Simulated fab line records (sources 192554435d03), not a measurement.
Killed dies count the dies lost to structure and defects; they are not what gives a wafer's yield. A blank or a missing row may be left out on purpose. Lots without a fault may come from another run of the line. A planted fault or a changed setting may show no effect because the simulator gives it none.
The tool behind it: which one? | flow n5_finfet | Sampling: 11 lots, 33 wafers, 5 of 1938 route steps

WHAT THE GAUGES SHOWED, per wafer
N5_MOL_CONTACT_COAG_THK_MEAS_53.
lot  | measured    | on            | VIA_MOL_THK (nm)
L938 | day 5 07:36 | film_metro-02 | 43.2 43.8 44.1
L939 | day 5 16:53 | film_metro-02 | 44.1 43.2 45.1
L940 | day 5 18:49 | film_metro-02 | 43.6 43.8 45.1
L941 | day 5 23:23 | film_metro-02 | 43.4 43.4 44.0
L942 | day 6 02:52 | film_metro-02 | 42.9 43.9 43.8
L944 | day 6 19:42 | film_metro-02 | 43.4 44.4 44.3
L947 | day 7 12:39 | film_metro-01 | 43.8 43.9 44.0
L950 | day 8 09:38 | film_metro-02 | 43.5 44.5 43.7
L951 | day 8 13:39 | film_metro-01 | 43.1 44.2 43.8
L954 | day 9 06:20 | film_metro-01 | 39.5 39.2 40.1
L956 | day 9 18:40 | film_metro-01 | 39.2 40.1 40.7

WHAT TOOL EACH LOT RAN ON (gives the tool, then ch and the chambers of the sampled wafers, and finally the start)
lot  | N5_MOL_CONTACT_COAG_PRE_CLEAN_141 | N5_MOL_CONTACT_COAG_SPUTTER_143 | N5_MOL_CONTACT_COAG_PECVD_31   | N5_MOL_CONTACT_COAG_ETCH_89
L938 | pvd_sputter-01, day 4 22:00       | pvd_sputter-01, day 4 22:04     | pecvd-02 ch 0,2, day 5 03:55   | rie_diel-01 ch 0,1,3, day 5 04:39
L939 | pvd_sputter-03, day 5 04:47       | pvd_sputter-03, day 5 04:50     | pecvd-04 ch 0,1, day 5 13:02   | rie_diel-05 ch 0,1, day 5 13:49
L940 | pvd_sputter-01, day 5 08:33       | pvd_sputter-01, day 5 08:37     | pecvd-02 ch 0,1, day 5 15:25   | rie_diel-06 ch 0,1,2, day 5 15:54
L941 | pvd_sputter-02, day 5 13:02       | pvd_sputter-02, day 5 13:05     | pecvd-03 ch 1,2, day 5 19:52   | rie_diel-06 ch 0,1, day 5 20:29
L942 | pvd_sputter-03, day 5 17:07       | pvd_sputter-03, day 5 17:11     | pecvd-02 ch 0,2, day 5 23:16   | rie_diel-01 ch 2,3, day 5 23:46
L944 | pvd_sputter-01, day 6 09:22       | pvd_sputter-01, day 6 09:25     | pecvd-02 ch 0,2, day 6 15:35   | rie_diel-05 ch 0,2, day 6 16:04
L947 | pvd_sputter-02, day 7 03:00       | pvd_sputter-02, day 7 03:04     | pecvd-03 ch 0,1, day 7 09:10   | rie_diel-06 ch 1,3, day 7 09:51
L950 | pvd_sputter-02, day 7 22:44       | pvd_sputter-02, day 7 22:48     | pecvd-02 ch 0,1, day 8 06:06   | rie_diel-01 ch 0,3, day 8 06:36
L951 | pvd_sputter-02, day 8 03:25       | pvd_sputter-02, day 8 03:29     | pecvd-02 ch 0,2, day 8 09:09   | rie_diel-06 ch 2, day 8 09:47
L954 | pvd_sputter-01, day 8 17:37       | pvd_sputter-01, day 8 17:40     | pecvd-02 ch 0,1,2, day 9 02:16 | rie_diel-06 ch 1,2,3, day 9 02:47
L956 | pvd_sputter-03, day 9 05:32       | pvd_sputter-03, day 9 05:35     | pecvd-02 ch 0,1, day 9 14:34   | rie_diel-05 ch 0,2, day 9 15:11
- N5_MOL_CONTACT_COAG_PRE_CLEAN_141: time 60 s.
- N5_MOL_CONTACT_COAG_SPUTTER_143: material Co, target thk 2.5 nm.
- N5_MOL_CONTACT_COAG_PECVD_31: deposits SiO2 from TEOS/O2, target thk 46 nm, time 8.9 s.
- N5_MOL_CONTACT_COAG_ETCH_89: etches underlayer in N2/H2, target depth 13 nm, time 10.4 s.

WHAT THE TOOLS THEMSELVES READ (means of the sampled wafers that have a number; where no wafer has one, the mark that the record gives instead)
N5_MOL_CONTACT_COAG_PRE_CLEAN_141.
lot  | tool           | heater_power_w (W)
L938 | pvd_sputter-01 | 454
L939 | pvd_sputter-03 | 469
L940 | pvd_sputter-01 | 460
L941 | pvd_sputter-02 | 483
L942 | pvd_sputter-03 | 474
L944 | pvd_sputter-01 | 466
L947 | pvd_sputter-02 | 487
L950 | pvd_sputter-02 | 479
L951 | pvd_sputter-02 | 473
L954 | pvd_sputter-01 | 458
L956 | pvd_sputter-03 | 497

N5_MOL_CONTACT_COAG_SPUTTER_143.
lot  | tool           | throttle_valve_pct (%)
L938 | pvd_sputter-01 | 29.1
L939 | pvd_sputter-03 | 30.5
L940 | pvd_sputter-01 | 29.2
L941 | pvd_sputter-02 | 29.8
L942 | pvd_sputter-03 | 30.5
L944 | pvd_sputter-01 | 29.0
L947 | pvd_sputter-02 | 29.9
L950 | pvd_sputter-02 | 30.1
L951 | pvd_sputter-02 | 29.4
L954 | pvd_sputter-01 | 29.0
L956 | pvd_sputter-03 | 30.9

N5_MOL_CONTACT_COAG_PECVD_31.
lot  | tool     | susceptor_temp_C (C)
L938 | pecvd-02 | 399.98
L939 | pecvd-04 | 399.75
L940 | pecvd-02 | 399.87
L941 | pecvd-03 | 400.15
L942 | pecvd-02 | 400.28
L944 | pecvd-02 | 400.19
L947 | pecvd-03 | 400.03
L950 | pecvd-02 | 400.00
L951 | pecvd-02 | 399.98
L954 | pecvd-02 | 414.22
L956 | pecvd-02 | 414.22

N5_MOL_CONTACT_COAG_ETCH_89.
lot  | tool        | drypump_motor_current_A (A) | etch_rf_on_time_s (s) | oes_product_au (a.u.) | rf_vpp_V (V) | showerhead_plenum_p_Torr (Torr) | throttle_valve_pct (%)
L938 | rie_diel-01 | 5.8                         | 10.28                 | 0.62                  | 523.9        | 2.52                            | 17.90
L939 | rie_diel-05 | 5.5                         | 10.61                 | 0.64                  | 525.3        | 2.59                            | 17.98
L940 | rie_diel-06 | 5.8                         | 10.77                 | 0.65                  | 523.9        | 2.52                            | 17.84
L941 | rie_diel-06 | 6.2                         | 10.74                 | 0.62                  | 522.6        | 2.51                            | 17.97
L942 | rie_diel-01 | 6.4                         | 10.37                 | 0.64                  | 525.4        | 2.57                            | 17.79
L944 | rie_diel-05 | 5.5                         | 10.67                 | 0.64                  | 525.4        | 2.57                            | 17.80
L947 | rie_diel-06 | 5.5                         | 10.84                 | 0.59                  | 524.3        | 2.57                            | 17.97
L950 | rie_diel-01 | 6.0                         | 10.21                 | 0.69                  | 526.3        | 2.64                            | 17.75
L951 | rie_diel-06 | 5.3                         | 10.45                 | 0.71                  | 521.6        | 2.48                            | 17.59
L954 | rie_diel-06 | 5.3                         | 10.45                 | 0.72                  | 522.9        | 2.52                            | 17.71
L956 | rie_diel-05 | 5.5                         | 10.56                 | 0.63                  | 525.2        | 2.56                            | 17.86

THE ANSWER, worked out from the rows above alone
Rule: the lots themselves supply what counts as usual. The widest of any qualifying gaps counts: lots, ordered by their means at a reading, are off when they make up no more than a third of the lots, leave a main group of 4 or more, and stand apart from it by 3 or more times the standard deviation of that group's means. The tables above print the reading to a certain number of digits; a main group whose means all agree to those digits is not used. A lot without any number at a reading at which 4 lots or more have one is off too. Where the step has rows for the other lots, those lots are counted as sound. The gauges are gone through in route order, then the tools' own readings, and for those a lot's mean is taken as printed above. The first step at which some lot is off is used, and at that step the reading that is off furthest; a lot without a number counts as furthest.
Off: at N5_MOL_CONTACT_COAG_THK_MEAS_53 (VIA_MOL_THK), L954, L956. Main group: mean 43.9 nm, sd 0.22.
If a tool, at a process step before that reading, ran all the lots that are off and no sound lot after the first of them, it fits. Not tried: the gauges at N5_MOL_CONTACT_COAG_THK_MEAS_53; whatever is off there is also off at N5_MOL_CONTACT_COAG_PECVD_31, on other tools, and gauge error can't account for it. One candidate fits, namely pecvd-02 at N5_MOL_CONTACT_COAG_PECVD_31. Its last sound lot is L951 (day 8 09:09), its first lot that is off L954 (day 9 02:16): a fault that began between those two fits.
The tool's own readings at N5_MOL_CONTACT_COAG_PECVD_31 bear it out: on the lots that are off they differ by more than 5 times the standard deviation of the sound lots' means. susceptor_temp_C reads 414.22 C there against 400.03 C on the sound lots.

WHAT THE SIMULATOR HAD INSERTED
Process parameter drift: pecvd-02, from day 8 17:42 on, at N5_MOL_CONTACT_COAG_PECVD_31. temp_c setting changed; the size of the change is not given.
Struck lots among those shown: L954, L956. The rule above found the same.
